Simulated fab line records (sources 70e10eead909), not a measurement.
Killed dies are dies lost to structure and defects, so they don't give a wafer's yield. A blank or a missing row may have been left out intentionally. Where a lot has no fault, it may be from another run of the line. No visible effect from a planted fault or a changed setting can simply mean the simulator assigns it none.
Comparing a struck lot with a sound one + flow nand-harc + 21 out of 1302 route steps
Sound: wafers L672.3, L672.5, L672.6. The struck wafers were L673.1, L673.4, L673.6. At the end, the cause is stated.
Each step with rows lists, per side, the tool, then ch with its chambers, then its first start. Under that, the readings that differ: sound wafers + struck wafers + difference of the means + sigmas: that difference in standard deviations of wafers without a fault.
alike: readings with means less than 2 such deviations apart, plus words and numbers identical on both sides. not compared: withheld readings, readings lacking a value on some wafer, bounds such as >300 that could conceal the same value, and numbers that have no deviation in the record and whose values overlap.
The two part at a step that has a row with sigmas, a row that says differs or no value, or rows on one side only. Numbers that have no deviation but don't overlap get no sigmas and don't part them. Lack of a reading on every wafer of one side parts them only where that side has two or more wafers.

NHARC_P_CONTACT_CMP_24: polishes, t overpolish 30 s, target thk 200 nm.
  sound on cmp-01 ch 0,1, day 8 13:07; struck on cmp-01 ch 2,3, day 8 22:49
| reading                | sound          | struck         | difference | sigmas |
|------------------------|----------------|----------------|------------|--------|
| time-to-endpoint-s (s) | 42.7 39.4 38.2 | 44.1 46.7 45.1 | +5.2       | +2     |
  alike: edge-zone-pressure-frac, motor-current-A, overpolish-run-s, slurry-filter-dp-kPa
  not compared: pad-life-wafers
after that, 1 step had no rows for these wafers: NHARC_P_CONTACT_SRD_26.
NHARC_P_CONTACT_INSPECT_27:
  struck on defect-inspect-02, day 8 23:13; sound on defect-inspect-02, day 8 13:31
  alike: raw-defect-count
then, 8 steps without rows for these wafers: NHARC_P_M0_DEP_00 (deposits SiOC, target thk 150 nm); NHARC_P_M0_DEHYDRATE_01 (time 120 s); NHARC_P_M0_HMDS_02 (time 30 s); NHARC_P_M0_COAT_33 (time 65 s); NHARC_P_M0_COAT_03 (resist thk 90 nm); NHARC_P_M0_SOFTBAKE_04 (time 55 s); NHARC_P_M0_EBR_05; NHARC_P_M0_EXPOSE_06 (exposes mask P M0, target cd 90 nm).
NHARC_P_M0_PEB_07: peb time 65 s.
  sound on litho-track-01 ch 0, day 8 14:20; struck on litho-track-06 ch 0, day 9 00:02
| reading                  | sound                | struck            | difference | sigmas |
|--------------------------|----------------------|-------------------|------------|--------|
| heater-power-total-W (W) | 156.5 157.1 156.9    | 155.1 154.4 154.6 | -2.1       | -6     |
| plate-temp-C (C)         | 100.15 100.39 100.28 | 99.02 99.10 99.39 | -1.10      | -8     |
then, 1 step without rows for these wafers: NHARC_P_M0_DEVELOP_08 (develop time 35 s).
NHARC_P_M0_CD_MEAS_09: target cd 90 nm.
  sound on cd-sem-02 ch 0, day 8 14:25; struck on cd-sem-02 ch 0, day 9 00:07
| reading    | sound          | struck         | difference | sigmas |
|------------|----------------|----------------|------------|--------|
| cd-nm (nm) | 89.5 89.5 90.0 | 86.5 86.6 85.6 | -3.4       | -6     |
NHARC_P_M0_OVL_MEAS_10: pitch 180 nm.
  struck on overlay-01, day 9 00:12; sound on overlay-02, day 8 14:31
| reading           | sound        | struck         | difference | sigmas |
|-------------------|--------------|----------------|------------|--------|
| overlay-y-nm (nm) | -0.2 0.6 0.2 | -1.8 -2.1 -1.7 | -2.1       | -2     |
  alike: overlay-x-nm
NHARC_P_M0_INSPECT_11:
  struck on defect-inspect-02, day 9 00:14; sound on defect-inspect-02, day 8 14:32
  alike: raw-defect-count
NHARC_P_M0_DESCUM_14: chemistry O2, time 3 s.
  sound on rie-diel-08 ch 2,3, day 8 14:36; struck on rie-diel-01 ch 0,1,2, day 9 00:19
| reading                         | sound             | struck            | difference | sigmas |
|---------------------------------|-------------------|-------------------|------------|--------|
| oes-product-au (a.u.)           | 1.005 1.018 1.011 | 0.979 0.980 0.991 | -0.028     | -3     |
| showerhead-plenum-p-Torr (Torr) | 2.02 2.02 2.04    | 1.76 1.89 1.96    | -0.16      | -2     |
| model.P_M0.cd-nm (nm)           | 89.07 89.2 89.73  | 86.51 86.24 85.68 | -3.19      |        |
  alike: drypump-motor-current-A, rf-vpp-V, throttle-valve-pct
  not compared: rf-hours-counter-h
NHARC_P_M0_ETCH_34: etches the open film in N2/H2, target depth 40 nm, overetch 12 nm, time 43.94 s.
  sound on rie-diel-08 ch 0,2,3, day 8 14:42; struck on rie-diel-01 ch 0,1,2, day 9 00:23
  alike: bias-w, drypump-motor-current-A, oes-product-au, rf-vpp-V, showerhead-plenum-p-Torr, throttle-valve-pct
  not compared: rf-hours-counter-h
NHARC_P_M0_ETCH_15: etches the open film in C4F8/Ar, target depth 150 nm, overetch 15 nm, time 82.5 s.
  sound: rie-diel-08 ch 0,2,3; struck: rie-diel-01 ch 0,3
| reading               | sound             | struck            | difference | sigmas |
|-----------------------|-------------------|-------------------|------------|--------|
| oes-product-au (a.u.) | 0.976 0.969 0.973 | 0.923 0.925 0.926 | -0.048     | -3     |
| model.P_M0.cd-nm (nm) | 89.01 88.7 89.39  | 86.4 86.5 85.69   | -2.8       |        |
  alike: bias-w, rf-vpp-V
  not compared: rf-hours-counter-h
NHARC_P_M0_CD_MEAS_16:
  struck on cd-sem-03, day 9 00:36; sound on cd-sem-03, day 8 14:55
| reading    | sound          | struck         | difference | sigmas |
|------------|----------------|----------------|------------|--------|
| cd-nm (nm) | 89.0 88.6 89.5 | 86.4 86.8 85.6 | -2.8       | -4     |
-- the record jumps here: 19 days lie between the struck wafers' starts before and after (it left off in module P_M0 and takes up again in module END, whose first step shown is number 1302 of the route) --
NHARC_END_SORT_01:
  only the struck wafers appear in the record here, on prober-02 ch 0 at day 27 15:29; the sound ones have no rows

WHERE THEY PART
Earliest at NHARC_P_CONTACT_CMP_24; latest, in this record, at NHARC_END_SORT_01.

WHY: what the simulator had put in
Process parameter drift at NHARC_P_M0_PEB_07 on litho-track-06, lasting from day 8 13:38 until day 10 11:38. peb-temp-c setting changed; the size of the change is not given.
